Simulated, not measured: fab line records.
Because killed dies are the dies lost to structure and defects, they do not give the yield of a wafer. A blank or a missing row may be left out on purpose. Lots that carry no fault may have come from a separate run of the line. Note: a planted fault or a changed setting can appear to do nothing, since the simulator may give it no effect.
Matching of chambers / flow n5Finfet / 3 sister chambers for N5_PMOS_HMC_CHANNEL_EPI_HM_DEP_34 on pecvd-02
The step deposits SiO2 from TEOS/O2, target thk 36 nm, time 6.9 s. 3 wafers are shown with their chamber, then 7 later ones without.

== EACH WAFER AND ITS CHAMBER ==
wafer=L092.4; chamber=0; throttleValvePct (%)=18.8
wafer=L094.1; chamber=1; throttleValvePct (%)=17.8
wafer=L094.2; chamber=2; throttleValvePct (%)=17.8

== WAFERS WITH NO CHAMBER GIVEN ==
wafer=L094.3; throttleValvePct (%)=18.5
wafer=L096.1; throttleValvePct (%)=17.8
wafer=L096.5; throttleValvePct (%)=17.9
wafer=L096.6; throttleValvePct (%)=18.5
wafer=L097.1; throttleValvePct (%)=18.2
wafer=L097.3; throttleValvePct (%)=17.6
wafer=L097.5; throttleValvePct (%)=18.2

== EACH ONE'S CHAMBER ==
wafer=L094.3; from the rows above=can't be placed: 0 or 1 or 2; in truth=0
wafer=L096.1; from the rows above=can't be placed: 1 or 2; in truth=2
wafer=L096.5; from the rows above=can't be placed: 1 or 2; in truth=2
wafer=L096.6; from the rows above=can't be placed: 0 or 1 or 2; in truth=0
wafer=L097.1; from the rows above=can't be placed: 1 or 2 or 0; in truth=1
wafer=L097.3; from the rows above=can't be placed: 1 or 2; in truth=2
wafer=L097.5; from the rows above=can't be placed: 1 or 2 or 0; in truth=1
Correct placement for 0 of the 7. Not placeable from these rows: 7 (in 7, the candidates include the true chamber). 0 placed wrongly.
How it was worked out, from the rows above alone: a wafer's distance from a chamber is the root of the sum, over the readings, of the square of ((its reading less the chamber's mean) divided by the reading's scatter). The wafer belongs to the nearest chamber; if the next one is less than 2 further off, it can't be placed. A chamber's mean is the mean of its shown wafers. The scatter: with one shown wafer a chamber, the root of the mean of the squares of how far each hidden wafer lies from its nearest shown one.
